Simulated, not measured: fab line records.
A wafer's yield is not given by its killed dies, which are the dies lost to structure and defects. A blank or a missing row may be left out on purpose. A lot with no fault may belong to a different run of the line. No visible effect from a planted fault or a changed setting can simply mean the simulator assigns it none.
Matching of chambers | flow nand_harc | NHARC_A_STAIRCASE_ETCHBACK_422 on rie_diel-11: 4 sister chambers
The step etches the open film in CH3F/O2, target depth 40 nm, time 74.286 s. 24 wafers are shown with their chamber, then 12 later ones without.

== EACH WAFER AND ITS CHAMBER ==
wafer  | chamber | drypump_motor_current_A (A) | showerhead_plenum_p_Torr (Torr) | rf_vpp_V (V)
L074.1 | 2       | 6.05                        | 2.28                            | 242.0
L074.2 | 3       | 5.67                        | 2.42                            | 244.4
L074.6 | 3       | 5.69                        | 2.42                            | 242.3
L076.1 | 0       | 5.95                        | 2.31                            | 243.0
L076.2 | 1       | 5.48                        | 2.32                            | 244.0
L076.6 | 3       | 5.69                        | 2.42                            | 245.3
L078.1 | 1       | 5.48                        | 2.32                            | 242.5
L078.3 | 3       | 5.68                        | 2.42                            | 243.6
L078.6 | 0       | 5.94                        | 2.31                            | 243.0
L077.2 | 1       | 5.45                        | 2.32                            | 243.2
L077.3 | 0       | 5.96                        | 2.31                            | 243.4
L077.4 | 2       | 6.04                        | 2.66                            | 246.9
L080.1 | 1       | 5.46                        | 2.31                            | 242.9
L080.2 | 2       | 6.07                        | 2.65                            | 246.5
L080.5 | 0       | 5.96                        | 2.30                            | 242.0
L082.3 | 1       | 5.48                        | 2.31                            | 243.6
L082.5 | 3       | 5.68                        | 2.41                            | 243.7
L082.6 | 2       | 6.08                        | 2.65                            | 246.9
L085.1 | 1       | 5.46                        | 2.31                            | 241.6
L085.2 | 0       | 5.96                        | 2.30                            | 242.3
L085.4 | 2       | 6.04                        | 2.64                            | 247.3
L087.1 | 0       | 5.96                        | 2.30                            | 241.1
L087.5 | 2       | 6.05                        | 2.64                            | 245.5
L087.6 | 3       | 5.68                        | 2.41                            | 242.8

SIGNATURES (means of the wafers above)
reading                  | chamber 0 | chamber 1 | chamber 2 | chamber 3 | scatter within a chamber
drypump_motor_current_A  | 5.9550    | 5.4683    | 6.0550    | 5.6817    | 0.012
showerhead_plenum_p_Torr | 2.3050    | 2.3150    | 2.5867    | 2.4167    | 0.0754
rf_vpp_V                 | 242.467   | 242.967   | 245.850   | 243.683   | 1.28
Rule: for each reading, subtract the chamber's mean from the wafer's reading, divide by that reading's scatter and square the result; add these up over the readings and take the root, which gives the wafer's distance from the chamber. If the next closest chamber is less than 2 further off than the closest, the wafer can't be placed; otherwise it belongs to the closest. The scatter: the root of (the sum of the squares of (reading less its chamber's mean) over the shown wafers, divided by (wafers less chambers)).

== WAFERS WHOSE CHAMBER IS MISSING ==
wafer  | drypump_motor_current_A (A) | showerhead_plenum_p_Torr (Torr) | rf_vpp_V (V)
L086.1 | 6.05                        | 2.64                            | 248.1
L086.2 | 5.47                        | 2.30                            | 242.3
L086.6 | 5.95                        | 2.30                            | 241.6
L088.2 | 5.96                        | 2.29                            | 242.3
L088.3 | 5.68                        | 2.40                            | 245.1
L088.6 | 5.68                        | 2.40                            | 244.3
L089.3 | 5.70                        | 2.40                            | 242.3
L089.4 | 5.47                        | 2.30                            | 240.6
L089.5 | 5.97                        | 2.29                            | 242.3
L093.1 | 5.70                        | 2.40                            | 242.5
L093.3 | 5.46                        | 2.30                            | 242.3
L093.4 | 5.95                        | 2.29                            | 241.2

== EACH ONE'S CHAMBER ==
wafer  | from the rows above | in truth
L086.1 | 2                   | 2
L086.2 | 1                   | 1
L086.6 | 0                   | 0
L088.2 | 0                   | 0
L088.3 | 3                   | 3
L088.6 | 3                   | 3
L089.3 | 3                   | 3
L089.4 | 1                   | 1
L089.5 | 0                   | 0
L093.1 | 3                   | 3
L093.3 | 1                   | 1
L093.4 | 0                   | 0
Placed correctly: 12 of 12. From these rows, 0 cannot be placed. Placed wrongly: 0.
